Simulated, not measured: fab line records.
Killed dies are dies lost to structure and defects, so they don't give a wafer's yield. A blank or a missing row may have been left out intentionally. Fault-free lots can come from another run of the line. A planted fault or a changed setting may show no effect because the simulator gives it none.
Which of the tools did it? :: flow nand_harc :: Sampling: 7 lots, 21 wafers, 2 of 1302 route steps

WHAT THE GAUGES READ, wafer by wafer
NHARC_P_GATE_INSPECT_28.
lot: L335
measured: day 5 09:40
on: defect_inspect-02
raw_defect_count: 7 4 8

lot: L338
measured: day 6 16:24
on: defect_inspect-02
raw_defect_count: 5 11 6

lot: L342
measured: day 8 15:28
on: defect_inspect-02
raw_defect_count: 8 7 10

lot: L345
measured: day 9 20:32
on: defect_inspect-02
raw_defect_count: 6 4 3

lot: L352
measured: day 12 09:17
on: defect_inspect-02
raw_defect_count: 8 5 9

lot: L354
measured: day 13 11:30
on: defect_inspect-01
raw_defect_count: 4 6 5

lot: L356
measured: day 14 01:59
on: defect_inspect-01
raw_defect_count: 3 6 8

TOOL THAT RAN EACH LOT (tool first, then ch and the chambers of the sampled wafers, then the start)
lot: L335
NHARC_P_GATE_DESCUM_13: rie_diel-02 ch 1,2, day 4 19:07

lot: L338
NHARC_P_GATE_DESCUM_13: rie_diel-03 ch 0,1,3, day 5 23:40

lot: L342
NHARC_P_GATE_DESCUM_13: rie_diel-02 ch 0,2,3, day 7 22:38

lot: L345
NHARC_P_GATE_DESCUM_13: rie_diel-02 ch 0,1, day 9 02:03

lot: L352
NHARC_P_GATE_DESCUM_13: rie_diel-03 ch 1,3, day 11 19:26

lot: L354
NHARC_P_GATE_DESCUM_13: rie_diel-02 ch 1,2,3, day 12 20:09

lot: L356
NHARC_P_GATE_DESCUM_13: rie_diel-03 ch 0,2,3, day 13 07:59
- NHARC_P_GATE_DESCUM_13: chemistry O2, time 3 s.

THE ANSWER, worked out from the rows above alone
Rule: usual is defined by the lots themselves. The widest of any qualifying gaps counts: lots, ordered by their means at a reading, are off when they make up no more than a third of the lots, leave a main group of 4 or more, and stand apart from it by 3 or more times the standard deviation of that group's means. A main group whose means are all the same, to the digits that the tables above print for the reading, isn't used. Also off: a lot with no number at a reading for which 4 or more lots have one. Where the step has rows for the other lots, those lots are counted as sound.
Nothing can be told from this: no lot is off at any reading shown.

WHAT THE SIMULATOR HAD PUT IN
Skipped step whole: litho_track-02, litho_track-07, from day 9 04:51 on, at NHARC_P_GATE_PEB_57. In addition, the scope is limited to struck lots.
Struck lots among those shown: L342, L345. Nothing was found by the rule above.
